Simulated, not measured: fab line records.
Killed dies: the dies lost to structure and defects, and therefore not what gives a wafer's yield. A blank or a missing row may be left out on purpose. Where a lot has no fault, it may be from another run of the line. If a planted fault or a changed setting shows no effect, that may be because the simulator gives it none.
A struck lot beside a sound one    flow nand_harc    37 steps out of a route of 1159
Sound: these wafers, L759.3, L759.4, L759.5. Wafers struck: L758.4, L758.5, L758.6. The cause comes at the end.
At each step with rows: each side's tool, then ch and its chambers, then its first start. Under that, the readings that differ: sound wafers    struck wafers    difference of the means    sigmas: that difference in standard deviations of wafers without a fault.
alike: readings with means less than 2 such deviations apart, plus words and numbers identical on both sides. not compared: withheld readings, readings lacking a value on some wafer, bounds such as >300 that could conceal the same value, and numbers that have no deviation in the record and whose values overlap.
The two part at a step that has a row with sigmas, a row that says differs or no value, or rows on one side only. When numbers do not overlap yet have no deviation, they are printed without sigmas and do not part them. A reading missing from all wafers of one side parts the sides only when that side holds two or more wafers.

NHARC_THIN_TSV_CD_MEAS_16:
  struck on cd_sem-01, day 21 07:17; sound on cd_sem-03, day 20 21:18
  alike: cd_nm
then, 2 steps without rows for these wafers: NHARC_THIN_TSV_STRIP_45 (strips in O2); NHARC_THIN_TSV_STRIP_46 (strips in post etch residue remover, time 1200 s).
NHARC_THIN_TSV_DEP_47: deposits SiO2, target thk 200 nm.
  sound on pecvd-02 ch 0,1,2, day 20 22:10; struck on pecvd-01 ch 0,1,2, day 21 08:17
  alike: throttle_valve_pct
then, 7 steps without rows for these wafers: NHARC_THIN_TSV_ETCHBACK_48 (etches the open film in C4F8/Ar, target depth 1028.5 nm, time 405.17 s); NHARC_THIN_TSV_STRIP_62 (strips in N2/H2, time 20 s); NHARC_THIN_TSV_DEGAS_49 (time 120 s); NHARC_THIN_TSV_PRE_CLEAN_50 (time 30 s); NHARC_THIN_TSV_PVD_19 (deposits TaN, target thk 20 nm); NHARC_THIN_TSV_PVD_51 (deposits Cu, target thk 100 nm); NHARC_THIN_TSV_ECD_20 (material Cu, target thk 2000 nm).
NHARC_THIN_TSV_ANNEAL_52: time 90 s.
  sound on rtp_anneal-01 ch 0, day 21 00:46; struck on rtp_anneal-02 ch 0, day 21 10:26
  alike: wafer_temp_C_max
NHARC_THIN_TSV_CMP_21: polishes, t overpolish 30 s, target thk 2000 nm.
  sound on cmp-01 ch 2,3, day 21 01:02; struck on cmp-03 ch 0,3, day 21 10:39
  no value came back on the struck wafers for edge_zone_pressure_frac, motor_current_A (A), overpolish_run_s (s); on the sound wafers edge_zone_pressure_frac reads 1.003 0.998 1.009
then, 13 steps without rows for these wafers: NHARC_THIN_TSV_SRD_23; NHARC_THIN_TSV_DEGAS_53 (time 60 s); NHARC_THIN_TSV_PRE_CLEAN_54 (time 30 s); NHARC_THIN_TSV_PVD_55 (deposits TiN, target thk 50 nm); NHARC_THIN_TSV_PVD_24 (deposits Al, target thk 800 nm); NHARC_THIN_TSV_DEHYDRATE_25 (time 120 s); NHARC_THIN_TSV_HMDS_26 (time 30 s); NHARC_THIN_TSV_COAT_27; NHARC_THIN_TSV_SOFTBAKE_28 (time 95 s); NHARC_THIN_TSV_EBR_29; NHARC_THIN_TSV_EXPOSE_30 (exposes mask PAD); NHARC_THIN_TSV_PEB_31 (peb time 85 s); NHARC_THIN_TSV_DEVELOP_32 (time 70 s).
NHARC_THIN_TSV_CD_MEAS_33 targets a cd of 5000 nm.
  sound on cd_sem-03 ch 0, day 21 02:37; struck on cd_sem-01 ch 0, day 21 12:15
  alike: cd_nm
then, 1 step without rows for these wafers: NHARC_THIN_TSV_HARDBAKE_34 (time 80 s).
NHARC_THIN_TSV_DESCUM_35: chemistry O2, time 3 s.
  sound on rie_diel-04 ch 0,1,2, day 21 02:46; struck on rie_diel-13 ch 0,3, day 21 12:25
  alike: drypump_motor_current_A, oes_product_au, rf_vpp_V, showerhead_plenum_p_Torr, throttle_valve_pct
  not compared: rf_hours_counter_h
then, 1 step without rows for these wafers: NHARC_THIN_TSV_ETCH_59 (etches the open film in Cl2/BCl3, target depth 880 nm, time 138.1 s).
NHARC_THIN_TSV_ETCH_36: etches the open film in Cl2/BCl3, target depth 65 nm, time 18.571 s.
  sound on rie_metal-01 ch 0,1, day 21 03:10; struck on rie_metal-03 ch 0,1, day 21 12:49
  alike: drypump_motor_current_A, oes_product_au
  not compared: rf_hours_counter_h
NHARC_THIN_TSV_STRIP_56: strips in O2.
  sound on plasma_asher-02 ch 0,1, day 21 03:20; struck on plasma_asher-02 ch 0,1, day 21 13:02
  alike: drypump_motor_current_A, heater_power_w
  not compared: rf_hours_counter_h
then, 1 step without rows for these wafers: NHARC_THIN_TSV_STRIP_57 (strips in post etch residue remover, time 1200 s).
NHARC_THIN_TSV_CD_MEAS_37:
  struck on cd_sem-02, day 21 13:41; sound on cd_sem-01, day 21 04:04
  alike: cd_nm
then, 1 step without rows for these wafers: NHARC_THIN_TSV_ANNEAL_58 (time 1800 s).
NHARC_THIN_TSV_INSPECT_40:
  struck on defect_inspect-02, day 21 18:46; sound on defect_inspect-02, day 21 08:16
reading           sound        struck          difference  sigmas
raw_defect_count  462 435 579  6381 6483 6303  +5897       +79
NHARC_END_SORT_01:
  only the struck wafers appear in the record here, on prober-01 ch 0 at day 22 00:11; the sound ones have no rows

== WHERE THEY PART ==
At NHARC_THIN_TSV_CMP_21 first; at NHARC_END_SORT_01 last (within this record only).

WHY: the cause the simulator had injected
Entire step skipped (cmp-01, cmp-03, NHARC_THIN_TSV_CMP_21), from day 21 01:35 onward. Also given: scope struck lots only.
